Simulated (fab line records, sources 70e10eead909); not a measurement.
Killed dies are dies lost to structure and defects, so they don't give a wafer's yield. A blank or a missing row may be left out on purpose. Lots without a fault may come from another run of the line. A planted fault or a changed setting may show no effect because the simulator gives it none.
fab line records | flow nand_harc
record lots=14 wafers=42 last_day=33
route steps=1302 shown A_ONON_D1@439 A_CHANNEL_HOLE_D1@450
lots that met no fault: from a run of the same line without faults
start_h: hours from the record's first day to the start of the lot's first wafer shown | wait_h: hours since the lot's step before | " the same as in the row above | L1.1+2: a row that stands for several wafers | - no value, or no start given | * or withheld: withheld | < > ~ a bound
route shown NAME@n: a module of which the file shows steps, and the number in the route of the first | usual: mean/standard deviation of fault-free wafers | same: alike in all rows | chamber/n: place in a boat | sites: the reading at each site | _std_site: their standard deviation | _edge_site: outer sites' mean less inner sites' | radius_mm: how far each site lies from the wafer's centre | mask NAME#n: copy n | behind: the tool/chamber that last shaped the wafer | hold: why the lot was held/for how many hours/how that ended | device: the transistor (n, p or np) that didn't switch | end of line: the same wafers' tests at the end of the route | a step without rows: its recipe alone | killed: dies lost to structure and defects at the first sort, not the wafer's yield | map: a wafer's dies, x killed, . not, _ none there
set.NAME: the setting as run; set.NAME@STEP: as run at that earlier step | model.NAME: the simulator's own value behind a step, which no gauge read
steps of the route over a sample of lots; a table a step, a row a wafer
services: from which hour (start_h, from the record's first day; less than 0 if before it) a tool's chamber was out of use, for how many hours, and why
## steps
# step NHARC_A_ONON_D1_THK_MEAS_21
# recipe thk_meas_gauge=ellipsometry
# usual thk_nm=1000/9.7
# columns lot.wafer tool chamber start_h wait_h thk_nm
L744.3 film_metro-01 - 172.86 - 994
L744.4 " - " " 998
L744.5 " - " " 996
L747.1 film_metro-02 - 202.21 - 1016
L747.2 " - " " 1014
L747.5 " - " " 1014
L750.4 film_metro-01 - 231.96 - 997
L750.5 " - " " 997
L750.6 " - " " 998
L753.1 film_metro-02 - 259.37 - 1004
L753.3 " - " " 1002
L753.6 " - " " 1001
L755.4 film_metro-01 - 280.36 - 1005
L755.5 " - " " 1006
L755.6 " - " " 1005
L756.1 film_metro-02 - 289.53 - 1008
L756.2 " - " " 1005
L756.5 " - " " 1005
L757.1 film_metro-02 - 298.53 - 994
L757.2 " - " " 996
L757.6 " - " " 995
L760.1 film_metro-02 - 332.54 - 1003
L760.2 " - " " 1003
L760.3 " - " " 1002
L762.1 film_metro-02 - 349.64 - 992
L762.2 " - " " 990
L762.4 " - " " 991
L761.3 film_metro-02 - 349.66 - 1001
L761.5 " - " " 1000
L761.6 " - " " 1000
L763.4 film_metro-02 - 366.80 - 990
L763.5 " - " " 990
L763.6 " - " " 990
L764.2 film_metro-01 - 378.69 - 992
L764.5 " - " " 994
L764.6 " - " " 996
L765.1 film_metro-01 - 378.70 - 993
L765.2 " - " " 993
L765.6 " - " " 993
L767.1 film_metro-02 - 402.68 - 989
L767.3 " - " " 991
L767.4 " - " " 988
# step NHARC_A_CHANNEL_HOLE_D1_DEP_00
# recipe target_thk_a=31000 temp_c=400 material=aC
# usual susceptor_temp_C=400.03/0.21 throttle_valve_pct=34.999/0.0086
# columns lot.wafer tool chamber start_h wait_h susceptor_temp_C throttle_valve_pct
L744.3 acl_dep-02 0 177.44 2.3 400.26 35.003
L744.4 " 0 " " 400.11 34.998
L744.5 " 0 " " 399.86 35.000
L747.1 acl_dep-03 0 204.51 0.1 400.07 34.989
L747.2 " 0 " " 400.12 35.001
L747.5 " 0 " " 399.57 34.997
L750.4 acl_dep-01 0 235.20 1.0 - 34.999
L750.5 " 0 " " - 34.993
L750.6 " 0 " " - 35.017
L753.1 acl_dep-03 0 261.70 0.1 - 35.000
L753.3 " 0 " " - 34.992
L753.6 " 0 " " - 35.000
L755.4 acl_dep-02 0 286.06 3.5 - 35.012
L755.5 " 0 " " - 34.981
L755.6 " 0 " " - 34.982
L756.1 acl_dep-02 0 292.83 1.1 400.06 35.013
L756.2 " 0 " " 399.70 35.008
L756.5 " 0 " " 399.98 34.986
L757.1 acl_dep-02 0 303.28 2.5 - 34.999
L757.2 " 0 " " - 35.010
L757.6 " 0 304.85 4.1 - 35.001
L760.1 acl_dep-03 0 334.92 0.1 400.03 34.995
L760.2 " 0 " " 400.18 34.996
L760.3 " 0 " " 400.15 34.992
L762.1 acl_dep-02 0 351.96 0.1 - 34.999
L762.2 " 0 " " - 35.003
L762.4 " 0 " " - 35.003
L761.3 acl_dep-03 0 352.60 0.7 - 35.002
L761.5 " 0 " " - 34.993
L761.6 " 0 " " - 34.999
L763.4 acl_dep-03 0 370.49 1.4 400.42 34.993
L763.5 " 0 " " 400.07 35.001
L763.6 " 0 " " 400.07 35.015
L765.1 acl_dep-02 0 388.16 0.1 399.86 34.999
L765.2 " 0 " " 400.21 34.994
L765.6 " 0 389.75 1.7 399.83 35.004
L764.2 acl_dep-03 0 388.46 0.4 - 34.995
L764.5 " 0 " " - 34.985
L764.6 " 0 " " - 35.004
L767.1 acl_dep-03 0 405.85 0.9 400.07 35.000
L767.3 " 0 " " 400.62 34.992
L767.4 " 0 " " 399.72 35.006
# step NHARC_A_CHANNEL_HOLE_D1_DEP_01
# recipe target_thk_a=1400 target_thk_nm=140 temp_c=400 pressure_torr=3.5 flow_sccm=200 rf_w=350 material=SiON
# usual chamber_pressure_Torr=3.500/0.0081 heater_power_outer_w=437/52 heater_power_w=716/69
# columns lot.wafer tool chamber start_h wait_h chamber_pressure_Torr heater_power_outer_w heater_power_w
L744.3 pecvd-01 0 178.79 1.0 3.503 356 666
L744.4 " 1 " " 3.521 419 702
L744.5 " 0 " " 3.510 356 667
L747.1 pecvd-02 1 206.46 1.6 3.498 407 718
L747.2 " 0 " " 3.505 521 825
L747.5 " 1 " " 3.507 403 727
L750.4 pecvd-01 2 236.24 0.7 3.497 403 644
L750.6 " 0 " " 3.504 392 711
L750.5 " 1 " " 3.499 445 758
L753.1 pecvd-02 2 263.62 1.6 3.487 426 647
L753.3 " 0 " " 3.504 502 784
L753.6 " 0 " " 3.523 513 798
L755.4 pecvd-03 1 287.10 0.7 - - -
L755.6 " 2 " " - - -
L755.5 " 0 " " - - -
L756.2 pecvd-03 1 294.75 1.3 - - -
L756.1 " 2 " " - - -
L756.5 " 0 " " - - -
L757.2 pecvd-02 1 305.22 1.3 3.507 507 823
L757.1 " 2 " " 3.507 427 678
L757.6 " 2 " " 3.521 433 667
L760.1 pecvd-02 1 336.84 1.6 3.514 457 791
L760.3 " 2 " " 3.488 402 640
L760.2 " 0 " " 3.500 539 811
L762.2 pecvd-03 2 353.87 1.3 3.498 407 657
L762.1 " 0 " " 3.504 502 792
L762.4 " 2 " " 3.509 402 664
L761.3 pecvd-02 2 353.88 1.0 3.497 406 624
L761.6 " 2 " " 3.498 399 620
L761.5 " 0 " " 3.478 458 697
L763.6 pecvd-01 0 371.54 0.1 3.498 347 621
L763.5 " 1 " " 3.502 409 684
L763.4 " 2 " " 3.497 471 723
L765.1 pecvd-01 2 390.09 1.6 3.506 422 664
L765.2 " 0 " " 3.493 356 653
L765.6 " 2 " " 3.502 429 665
L764.2 pecvd-03 0 390.12 1.3 3.497 497 786
L764.5 " 1 " " 3.500 338 594
L764.6 " 0 " " 3.498 500 799
L767.3 pecvd-01 0 407.77 1.0 3.505 379 675
L767.1 " 2 " " 3.502 445 687
L767.4 " 0 " " 3.504 392 675
# step NHARC_A_CHANNEL_HOLE_D1_INSPECT_12
# usual raw_defect_count=4.7/2.5
# columns lot.wafer tool chamber start_h wait_h raw_defect_count
L744.3 defect_inspect-01 - 179.58 0.0 10
L744.4 " - " " 4
L744.5 " - " " 2
L747.1 defect_inspect-01 - 207.32 0.0 8
L747.2 " - " " 2
L747.5 " - " " 6
L750.4 defect_inspect-01 - 236.88 0.0 9
L750.5 " - " " 3
L750.6 " - " " 11
L753.1 defect_inspect-01 - 264.44 0.0 3
L753.3 " - " " 5
L753.6 " - " " 3
L755.4 defect_inspect-02 - 287.86 0.0 4
L755.5 " - " " 2
L755.6 " - " " 2
L756.1 defect_inspect-01 - 295.47 0.0 10
L756.2 " - " " 4
L756.5 " - " " 4
L757.1 defect_inspect-01 - 306.04 0.0 1
L757.2 " - " " 7
L757.6 " - " " 7
L760.1 defect_inspect-01 - 337.57 0.0 6
L760.2 " - " " 4
L760.3 " - " " 4
L761.3 defect_inspect-01 - 354.61 0.0 5
L761.5 " - " " 5
L761.6 " - " " 2
L762.1 defect_inspect-01 - 354.80 0.0 4
L762.2 " - " " 5
L762.4 " - " " 5
L763.4 defect_inspect-02 - 372.31 0.0 6
L763.5 " - " " 2
L763.6 " - " " 6
L764.2 defect_inspect-01 - 390.91 0.0 3
L764.5 " - " " 4
L764.6 " - " " 5
L765.1 defect_inspect-01 - 391.06 0.0 8
L765.2 " - " " 5
L765.6 " - " " 2
L767.1 defect_inspect-01 - 408.62 0.0 5
L767.3 " - " " 3
L767.4 " - " " 7
## services
# columns tool chamber start_h hours kind
acl_dep-03 - 159.03 2.2 repair
pecvd-01 0 167.54 2.0 repair
pecvd-03 - 185.41 13.0 pm
acl_dep-01 - 185.88 13.0 pm
pecvd-01 - 201.63 2.3 repair
pecvd-02 - 227.63 13.0 pm
pecvd-02 0 227.63 13.0 vent_cycle
pecvd-02 1 227.63 13.0 vent_cycle
pecvd-02 2 227.63 13.0 vent_cycle
pecvd-02 0 240.63 - clean
pecvd-02 1 240.63 - clean
pecvd-02 2 240.63 - clean
acl_dep-02 - 241.02 13.0 pm
pecvd-01 1 261.67 7.2 repair
acl_dep-03 - 301.04 13.0 pm
pecvd-03 1 311.20 48.7 repair
pecvd-01 - 312.39 13.0 pm
pecvd-01 0 312.39 13.0 vent_cycle
pecvd-01 1 312.39 13.0 vent_cycle
pecvd-02 - 337.71 0.7 repair
pecvd-03 - 366.41 13.0 pm
acl_dep-01 - 366.88 13.0 pm
pecvd-02 - 384.86 1.8 repair
pecvd-03 - 404.03 4.1 repair
## key
first_sign step=NHARC_A_CHANNEL_HOLE_D1_DEP_01 reading=tool_record direction=missing
effect none on later readings
met_at NHARC_A_CHANNEL_HOLE_D1_DEP_01
struck_lots L755,L756
later_rows_left_out L755.4,L755.5,L755.6,L756.1,L756.2,L756.5
sort_left_out L755.4,L755.5,L755.6,L756.1,L756.2,L756.5
tester_left_out L755,L756
not_acting_at NHARC_A_ONON_D1_THK_MEAS_21,NHARC_A_CHANNEL_HOLE_D1_DEP_00,NHARC_A_CHANNEL_HOLE_D1_INSPECT_12
fault kind=skipped_step_whole tool=pecvd-03 chamber=- onset_h=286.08 steps=NHARC_A_CHANNEL_HOLE_D1_DEP_01 scope=struck_lots_only
# tester_left_out: of these lots the tester's yield and bins aren't shown, on N5 and GAA mostly nor the transistor test; their killed dies are dies lost to structure and defects alone, not to doping, threshold or leakage, so they don't give the yield
# sort_left_out: the simulated sort isn't trusted on such a fault, so these wafers' sort isn't shown, and their yield isn't known
# later_rows_left_out: the simulator's readings of these wafers behind a module that went badly wrong aren't trusted and aren't shown, but for the sort
